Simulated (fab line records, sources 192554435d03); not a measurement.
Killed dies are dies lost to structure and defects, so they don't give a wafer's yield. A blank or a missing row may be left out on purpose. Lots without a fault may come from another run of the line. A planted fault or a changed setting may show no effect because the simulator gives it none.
Which tool did it? | flow n5_finfet | 24 lots, 72 wafers sampled, at 5 steps of a route of 1938

WHAT THE GAUGES READ, wafer by wafer
N5_BEOL_M4_CD_MEAS_11: target cd 16.79 nm. Usual: cd_nm 16.87 nm, standard deviation 0.25.
lot  | measured     | on        | cd_nm (nm)        | flag
L074 | day 8 10:53  | cd_sem-03 | 16.87 16.65 16.70 |
L075 | day 8 15:46  | cd_sem-03 | 17.03 16.94 16.70 |
L076 | day 9 05:34  | cd_sem-01 | 17.29 17.21 17.30 |
L077 | day 9 06:23  | cd_sem-01 | 16.83 16.97 17.15 |
L078 | day 9 09:28  | cd_sem-03 | 16.86 17.03 17.02 |
L079 | day 9 10:25  | cd_sem-01 | 17.01 17.07 17.13 |
L080 | day 10 07:19 | cd_sem-01 | 16.52 16.77 16.79 |
L081 | day 10 07:22 | cd_sem-02 | 16.82 16.55 16.57 |
L082 | day 10 12:09 | cd_sem-03 | 17.03 16.86 16.93 |
L085 | day 10 15:59 | cd_sem-01 | 16.58 16.41 16.76 |
L083 | day 10 17:07 | cd_sem-02 | 16.79 17.03 16.90 |
L084 | day 11 03:07 | cd_sem-03 | 16.63 16.89 16.94 |
L087 | day 11 08:05 | cd_sem-02 | 17.12 16.94 16.91 |
L086 | day 11 13:29 | cd_sem-02 | 17.09 16.86 16.56 |
L089 | day 11 15:25 | cd_sem-02 | 16.91 16.64 16.70 |
L088 | day 11 23:14 | cd_sem-03 | 16.94 17.13 16.98 |
L090 | day 12 03:14 | cd_sem-03 | 16.51 16.80 17.02 |
L091 | day 12 06:56 | cd_sem-02 | 16.43 17.24 16.71 |
L092 | day 13 07:53 | cd_sem-01 | 16.84 16.62 17.00 |
L094 | day 13 08:05 | cd_sem-01 | 16.97 16.43 17.11 |
L093 | day 13 09:19 | cd_sem-01 | 16.80 17.16 16.80 |
L095 | day 13 22:58 | cd_sem-01 | 17.10 16.60 17.12 |
L096 | day 14 00:18 | cd_sem-01 | 16.67 16.92 17.32 |
L097 | day 14 09:56 | cd_sem-01 | 16.64 16.82 16.69 |

N5_BEOL_M4_INSPECT_13: inspects for defects (brightfield). Usual: raw_defect_count 428, standard deviation 110.
lot  | measured     | on                | raw_defect_count | flag
L074 | day 8 10:58  | defect_inspect-01 | 397 289 421      |
L075 | day 8 15:52  | defect_inspect-01 | 314 340 340      |
L076 | day 9 05:39  | defect_inspect-02 | 303 449 413      |
L077 | day 9 06:28  | defect_inspect-02 | 476 466 405      |
L078 | day 9 09:34  | defect_inspect-02 | 441 377 537      |
L079 | day 9 10:30  | defect_inspect-02 | 404 402 479      |
L080 | day 10 07:25 | defect_inspect-02 | 505 448 415      |
L081 | day 10 07:27 | defect_inspect-01 | 387 443 311      |
L082 | day 10 12:14 | defect_inspect-02 | 516 323 285      |
L085 | day 10 16:04 | defect_inspect-02 | 303 439 550      |
L083 | day 10 17:13 | defect_inspect-01 | 443 331 386      |
L084 | day 11 03:11 | defect_inspect-02 | 357 395 576      |
L087 | day 11 08:11 | defect_inspect-02 | 352 487 628      |
L086 | day 11 13:34 | defect_inspect-02 | 451 597 470      |
L089 | day 11 15:31 | defect_inspect-02 | 317 419 303      |
L088 | day 11 23:19 | defect_inspect-02 | 396 420 485      |
L090 | day 12 03:19 | defect_inspect-02 | 527 582 548      |
L091 | day 12 07:01 | defect_inspect-02 | 655 712 583      |
L092 | day 13 07:58 | defect_inspect-02 | 361 321 371      |
L094 | day 13 08:10 | defect_inspect-02 | 544 510 896      |
L093 | day 13 09:25 | defect_inspect-01 | 298 221 259      |
L095 | day 13 23:03 | defect_inspect-02 | 516 507 436      |
L096 | day 14 00:24 | defect_inspect-01 | 655 392 582      |
L097 | day 14 10:01 | defect_inspect-01 | 360 303 312      |

N5_BEOL_M4_RC_MEAS_101. Usual: DIBL_N 36.1 mV/V, standard deviation 1.6; DIBL_P 35.8 mV/V, standard deviation 2; IOFF_N 0.157 nA/um, standard deviation 0.029; IOFF_P 0.21 nA/um, standard deviation 0.034; ION_N 677 uA/um, standard deviation 13; ION_P 465 uA/um, standard deviation 8.1; SS_N 71.3 mV/dec, standard deviation 0.61; SS_P 73.2 mV/dec, standard deviation 0.65; VT_N 249 mV, standard deviation 3.3; VT_P -250 mV, standard deviation 3.2.
lot  | measured     | on        | DIBL_N (mV/V)  | DIBL_P (mV/V)  | IOFF_N (nA/um)    | IOFF_P (nA/um) | ION_N (uA/um) | ION_P (uA/um) | SS_N (mV/dec)  | SS_P (mV/dec)  | VT_N (mV)   | VT_P (mV)      | flag
L074 | day 9 13:23  | prober-02 | 37.6 35.0 36.7 | 37.7 34.2 37.0 | 0.208 0.148 0.181 | 0.24 0.19 0.23 | 694 678 676   | 467 468 460   | 71.5 71.5 71.1 | 74.4 73.2 73.8 | 245 247 247 | -250 -250 -248 |
L075 | day 9 16:58  | prober-02 | 36.0 39.0 35.8 | 33.8 39.3 34.8 | 0.128 0.195 0.135 | 0.19 0.27 0.20 | 644 685 658   | 452 472 451   | 70.7 71.7 71.0 | 72.8 73.7 73.5 | 254 249 253 | -255 -247 -252 |
L076 | day 9 19:17  | prober-02 | 40.0 35.2 35.3 | 39.3 33.5 33.8 | 0.244 0.147 0.142 | 0.29 0.18 0.19 | 701 679 672   | 475 459 459   | 72.2 70.7 71.1 | 74.9 73.0 73.3 | 244 249 251 | -246 -251 -251 |
L077 | day 10 01:29 | prober-01 | 33.4 35.9 33.6 | 31.8 34.4 31.7 | 0.111 0.152 0.112 | 0.16 0.20 0.16 | 658 693 679   | 455 473 467   | 70.3 70.8 70.9 | 72.7 72.9 72.5 | 254 248 253 | -255 -249 -254 |
L078 | day 10 13:10 | prober-01 | 36.8 36.6 37.4 | 34.7 35.0 35.3 | 0.162 0.168 0.169 | 0.22 0.23 0.23 | 686 684 670   | 473 465 464   | 71.3 71.1 71.2 | 73.4 73.3 72.9 | 246 245 247 | -247 -246 -248 |
L079 | day 10 16:06 | prober-02 | 36.2 38.4 38.0 | 36.1 37.5 37.2 | 0.169 0.224 0.212 | 0.23 0.26 0.26 | 684 684 685   | 462 466 470   | 71.8 72.4 72.3 | 73.3 74.9 74.6 | 250 246 244 | -249 -246 -248 |
L080 | day 11 00:16 | prober-01 | 34.5 35.3 35.4 | 34.7 34.3 34.9 | 0.136 0.138 0.137 | 0.18 0.16 0.17 | 683 655 667   | 459 444 452   | 70.8 71.7 71.6 | 73.2 73.0 72.5 | 250 251 249 | -252 -254 -254 |
L081 | day 11 03:11 | prober-01 | 36.5 34.9 35.6 | 36.5 34.3 35.2 | 0.151 0.124 0.141 | 0.23 0.20 0.22 | 683 667 663   | 471 464 460   | 70.4 71.1 70.9 | 72.7 73.2 73.1 | 249 254 252 | -248 -251 -249 |
L082 | day 11 04:52 | prober-01 | 35.7 36.1 36.9 | 34.9 36.7 36.5 | 0.159 0.173 0.179 | 0.24 0.28 0.27 | 678 685 678   | 474 478 478   | 70.0 70.5 71.5 | 72.7 73.2 73.3 | 251 250 248 | -242 -245 -244 |
L085 | day 11 12:04 | prober-02 | 34.5 36.2 36.2 | 35.2 36.6 37.0 | 0.138 0.164 0.176 | 0.19 0.21 0.23 | 680 684 688   | 469 470 476   | 71.0 71.9 71.5 | 72.1 73.2 72.6 | 252 245 245 | -249 -251 -247 |
L083 | day 11 17:14 | prober-01 | 33.2 35.7 34.5 | 31.2 34.0 32.1 | 0.101 0.127 0.107 | 0.13 0.16 0.14 | 667 663 642   | 457 454 443   | 70.6 71.1 71.7 | 72.3 73.0 72.6 | 255 255 258 | -259 -256 -259 |
L084 | day 12 09:45 | prober-02 | 34.7 35.7 36.0 | 34.5 34.6 35.6 | 0.137 0.144 0.157 | 0.19 0.18 0.20 | 675 661 668   | 467 455 453   | 71.1 71.6 72.3 | 72.2 72.4 72.8 | 248 249 247 | -250 -253 -251 |
L087 | day 12 10:01 | prober-01 | 34.9 36.3 35.1 | 34.6 36.4 35.1 | 0.118 0.145 0.135 | 0.14 0.17 0.15 | 650 670 675   | 444 449 459   | 71.2 71.8 71.4 | 73.0 73.2 73.2 | 257 253 252 | -257 -255 -258 |
L086 | day 12 11:02 | prober-02 | 36.2 37.6 38.2 | 37.6 39.2 39.5 | 0.172 0.200 0.204 | 0.23 0.27 0.27 | 702 708 692   | 483 481 474   | 71.0 72.1 71.3 | 73.5 74.2 74.7 | 249 245 245 | -249 -250 -249 |
L089 | day 12 12:54 | prober-01 | 38.0 34.2 36.3 | 38.6 34.1 35.9 | 0.177 0.116 0.141 | 0.21 0.15 0.18 | 685 669 666   | 464 459 455   | 71.6 70.7 71.8 | 73.8 71.3 72.8 | 247 253 254 | -251 -256 -251 |
L088 | day 13 03:49 | prober-02 | 33.8 37.7 32.5 | 33.2 38.7 32.0 | 0.129 0.219 0.116 | 0.17 0.25 0.15 | 678 695 671   | 465 464 461   | 70.3 72.5 70.9 | 72.9 74.6 72.7 | 249 243 254 | -253 -246 -254 |
L090 | day 13 04:33 | prober-01 | 33.9 35.4 35.3 | 34.0 34.9 35.1 | 0.114 0.128 0.133 | 0.19 0.20 0.21 | 666 654 672   | 461 456 468   | 70.4 70.9 70.9 | 73.0 72.7 72.8 | 253 254 252 | -250 -251 -250 |
L091 | day 13 19:41 | prober-01 | 36.0 36.1 35.5 | 36.3 35.9 35.3 | 0.141 0.144 0.136 | 0.21 0.22 0.21 | 678 670 664   | 466 460 463   | 71.5 71.0 71.3 | 74.2 73.0 73.2 | 252 250 253 | -247 -248 -248 |
L092 | day 14 01:10 | prober-01 | 34.8 35.3 35.4 | 34.1 34.8 35.1 | 0.139 0.144 0.147 | 0.19 0.19 0.20 | 680 671 667   | 466 457 456   | 70.9 70.9 71.1 | 72.9 72.8 73.9 | 250 251 249 | -251 -251 -253 |
L094 | day 14 03:45 | prober-02 | 38.4 35.2 35.5 | 38.3 34.8 34.9 | 0.216 0.145 0.156 | 0.26 0.21 0.21 | 694 676 684   | 470 467 465   | 71.6 71.3 71.2 | 73.8 72.8 72.8 | 246 251 251 | -246 -248 -250 |
L093 | day 14 03:41 | prober-01 | 36.5 35.2 34.0 | 35.9 34.7 34.3 | 0.157 0.133 0.127 | 0.23 0.21 0.20 | 671 681 683   | 466 476 477   | 71.4 70.9 71.1 | 72.8 72.9 72.5 | 248 253 251 | -249 -249 -251 |
L095 | day 14 09:38 | prober-02 | 36.3 34.6 37.7 | 36.8 35.0 38.3 | 0.149 0.125 0.171 | 0.21 0.17 0.22 | 681 665 680   | 467 463 469   | 71.3 71.1 71.8 | 72.9 73.0 73.6 | 248 251 250 | -253 -256 -250 |
L096 | day 14 13:03 | prober-02 | 37.0 38.2 36.7 | 38.1 39.0 37.3 | 0.190 0.210 0.182 | 0.24 0.25 0.23 | 696 696 685   | 478 474 468   | 70.9 71.6 71.7 | 74.2 73.7 73.2 | 244 242 248 | -249 -248 -246 |
L097 | day 15 06:53 | prober-02 | 37.4 37.5 36.9 | 38.5 37.4 37.8 | 0.181 0.181 0.172 | 0.25 0.24 0.24 | 683 694 696   | 464 476 480   | 72.0 72.1 71.8 | 73.1 73.9 73.8 | 248 246 249 | -249 -248 -249 |

WHICH TOOL RAN EACH LOT (tool, then ch and the chambers of the sampled wafers, then the start)
lot  | N5_BEOL_M4_VIA_ETCH_34             | N5_BEOL_M4_SPUTTER_81
L074 | rie_diel-01 ch 1,3, day 9 06:10    | pvd_sputter-03, day 9 10:58
L075 | rie_diel-01 ch 0,1,3, day 9 13:01  | pvd_sputter-03, day 9 14:33
L076 | rie_diel-01 ch 0,1,3, day 9 13:29  | pvd_sputter-01, day 9 16:43
L077 | rie_diel-01 ch 0,1,3, day 9 21:10  | pvd_sputter-02, day 9 22:55
L078 | rie_diel-01 ch 1,2, day 10 08:52   | pvd_sputter-03, day 10 10:44
L079 | rie_diel-01 ch 0,1,2, day 10 11:19 | pvd_sputter-03, day 10 13:41
L080 | rie_diel-01 ch 0,2,3, day 10 19:44 | pvd_sputter-02, day 10 21:50
L081 | rie_diel-05 ch 0,3, day 10 22:40   | pvd_sputter-02, day 11 00:36
L082 | rie_diel-01 ch 0,1,2, day 10 23:08 | pvd_sputter-02, day 11 02:26
L085 | rie_diel-01 ch 0,1,2, day 11 07:09 | pvd_sputter-03, day 11 09:29
L083 | rie_diel-01 ch 0,2,3, day 11 12:50 | pvd_sputter-03, day 11 14:41
L084 | rie_diel-01 ch 0,1,2, day 12 04:58 | pvd_sputter-02, day 12 07:00
L087 | rie_diel-01 ch 0,1,2, day 12 05:19 | pvd_sputter-01, day 12 07:13
L086 | rie_diel-01 ch 0,2,3, day 12 05:41 | pvd_sputter-03, day 12 08:28
L089 | rie_diel-03 ch 0,2,3, day 12 08:42 | pvd_sputter-01, day 12 10:29
L088 | rie_diel-01 ch 0,1,3, day 12 22:36 | pvd_sputter-02, day 13 01:11
L090 | rie_diel-01 ch 0,1,2, day 12 23:06 | pvd_sputter-03, day 13 01:31
L091 | rie_diel-01 ch 1,2,3, day 13 14:31 | pvd_sputter-01, day 13 16:59
L092 | rie_diel-03 ch 1,3, day 13 18:59   | pvd_sputter-03, day 13 22:34
L094 | rie_diel-03 ch 1,3, day 13 23:23   | pvd_sputter-01, day 14 01:00
L093 | rie_diel-01 ch 0,2,3, day 13 23:28 | pvd_sputter-02, day 14 01:07
L095 | rie_diel-05 ch 0,1,2, day 14 04:07 | pvd_sputter-01, day 14 07:13
L096 | rie_diel-01 ch 1,2, day 14 08:37   | pvd_sputter-03, day 14 10:36
L097 | rie_diel-01 ch 1,2,3, day 15 02:38 | pvd_sputter-01, day 15 04:24
- N5_BEOL_M4_VIA_ETCH_34: etches the open film in C4F6/O2, target depth 69.4 nm, time 65.9 s.
- N5_BEOL_M4_SPUTTER_81: material Cu, target thk 4.5 nm, time 8.29 s.

WHAT THE TOOLS THEMSELVES READ (means of the sampled wafers that have a number; where no wafer has one, the mark that the record gives instead)
N5_BEOL_M4_VIA_ETCH_34. Usual: C4F6_flow_sccm 9.997 sccm, standard deviation 0.029; drypump_motor_current_A 5.8 A, standard deviation 0.46; oes_product_au 0.85 a.u., standard deviation 0.042; rf_vpp_V 675 V, standard deviation 12; showerhead_plenum_p_Torr 2.85 Torr, standard deviation 0.12; throttle_valve_pct 30.8 %, standard deviation 0.33.
lot  | tool        | C4F6_flow_sccm (sccm) | drypump_motor_current_A (A) | oes_product_au (a.u.) | rf_vpp_V (V) | showerhead_plenum_p_Torr (Torr) | throttle_valve_pct (%) | flag
L074 | rie_diel-01 | 9.976                 | 6.0                         | 0.89                  | 668          | 2.87                            | 30.9                   |
L075 | rie_diel-01 | 10.034                | 6.0                         | 0.88                  | 671          | 2.87                            | 30.9                   |
L076 | rie_diel-01 | 10.013                | 6.0                         | 0.87                  | 672          | 2.87                            | 30.9                   |
L077 | rie_diel-01 | 9.995                 | 6.0                         | 0.87                  | 671          | 2.86                            | 30.9                   |
L078 | rie_diel-01 | 9.967                 | 5.3                         | 0.90                  | 679          | 2.77                            | 30.5                   |
L079 | rie_diel-01 | 10.001                | 5.5                         | 0.88                  | 672          | 2.77                            | 30.6                   |
L080 | rie_diel-01 | 9.989                 | 5.7                         | 0.88                  | 681          | 2.86                            | 30.8                   |
L081 | rie_diel-05 | 9.982                 | 5.6                         | 0.83                  | 660          | 2.72                            | 30.9                   |
L082 | rie_diel-01 | 10.010                | 5.5                         | 0.87                  | 673          | 2.77                            | 30.6                   |
L085 | rie_diel-01 | 9.992                 | 5.5                         | 0.87                  | 672          | 2.77                            | 30.6                   |
L083 | rie_diel-01 | 9.971                 | 5.7                         | 0.87                  | 681          | 2.86                            | 30.8                   |
L084 | rie_diel-01 | 10.007                | 5.5                         | 0.85                  | 673          | 2.77                            | 30.6                   |
L087 | rie_diel-01 | 9.992                 | 5.6                         | 0.86                  | 673          | 2.77                            | 30.6                   |
L086 | rie_diel-01 | 10.007                | 5.8                         | 0.86                  | 681          | 2.86                            | 30.8                   |
L089 | rie_diel-03 | 9.994                 | 5.9                         | 0.85                  | 684          | 2.94                            | 30.5                   |
L088 | rie_diel-01 | 9.997                 | 6.0                         | 0.83                  | 672          | 2.85                            | 31.0                   |
L090 | rie_diel-01 | 10.014                | 5.5                         | 0.85                  | 672          | 2.76                            | 30.6                   |
L091 | rie_diel-01 | 9.987                 | 5.8                         | 0.84                  | 677          | 2.84                            | 30.8                   |
L092 | rie_diel-03 | 9.986                 | 6.2                         | 0.74                  | 687          | 2.85                            | 30.7                   |
L094 | rie_diel-03 | 10.004                | 5.7                         | 0.78                  | 687          | 2.92                            | 30.8                   |
L093 | rie_diel-01 | 10.004                | 5.7                         | 0.84                  | 681          | 2.85                            | 30.8                   |
L095 | rie_diel-05 | 10.017                | 5.6                         | 0.79                  | 661          | 2.79                            | 30.8                   |
L096 | rie_diel-01 | 10.014                | 5.3                         | 0.84                  | 678          | 2.75                            | 30.5                   |
L097 | rie_diel-01 | 9.974                 | 5.8                         | 0.83                  | 677          | 2.84                            | 30.8                   |

N5_BEOL_M4_SPUTTER_81. Usual: throttle_valve_pct 29.9 %, standard deviation 1.4.
lot  | tool           | throttle_valve_pct (%) | flag
L074 | pvd_sputter-03 | 29.0                   |
L075 | pvd_sputter-03 | 28.3                   |
L076 | pvd_sputter-01 | 31.7                   |
L077 | pvd_sputter-02 | 29.6                   |
L078 | pvd_sputter-03 | 29.1                   |
L079 | pvd_sputter-03 | 29.7                   |
L080 | pvd_sputter-02 | 29.8                   |
L081 | pvd_sputter-02 | 29.4                   |
L082 | pvd_sputter-02 | 29.5                   |
L085 | pvd_sputter-03 | 29.3                   |
L083 | pvd_sputter-03 | 28.2                   |
L084 | pvd_sputter-02 | 29.9                   |
L087 | pvd_sputter-01 | 29.7                   |
L086 | pvd_sputter-03 | 30.4                   |
L089 | pvd_sputter-01 | 31.1                   |
L088 | pvd_sputter-02 | 29.4                   |
L090 | pvd_sputter-03 | 28.7                   |
L091 | pvd_sputter-01 | 31.7                   |
L092 | pvd_sputter-03 | 29.3                   |
L094 | pvd_sputter-01 | 31.1                   |
L093 | pvd_sputter-02 | 28.7                   |
L095 | pvd_sputter-01 | 31.6                   |
L096 | pvd_sputter-03 | 29.7                   |
L097 | pvd_sputter-01 | 31.1                   |

THE ANSWER, worked out from the rows above alone
Rule: a lot is off if the mean of its wafers that have a number lies more than 3 standard deviations from the usual mean. A lot without any number at a reading at which 4 lots or more have one is off too. The other lots that the step has rows for count as sound. The gauges are gone through in route order, then the tools' own readings, and for those a lot's mean is taken as printed above. The first step at which some lot is off is used, and at that step the reading that is off furthest; a lot without a number counts as furthest.
No lot is off at any reading shown: from this, nothing can be told.

WHAT THE SIMULATOR HAD PUT IN
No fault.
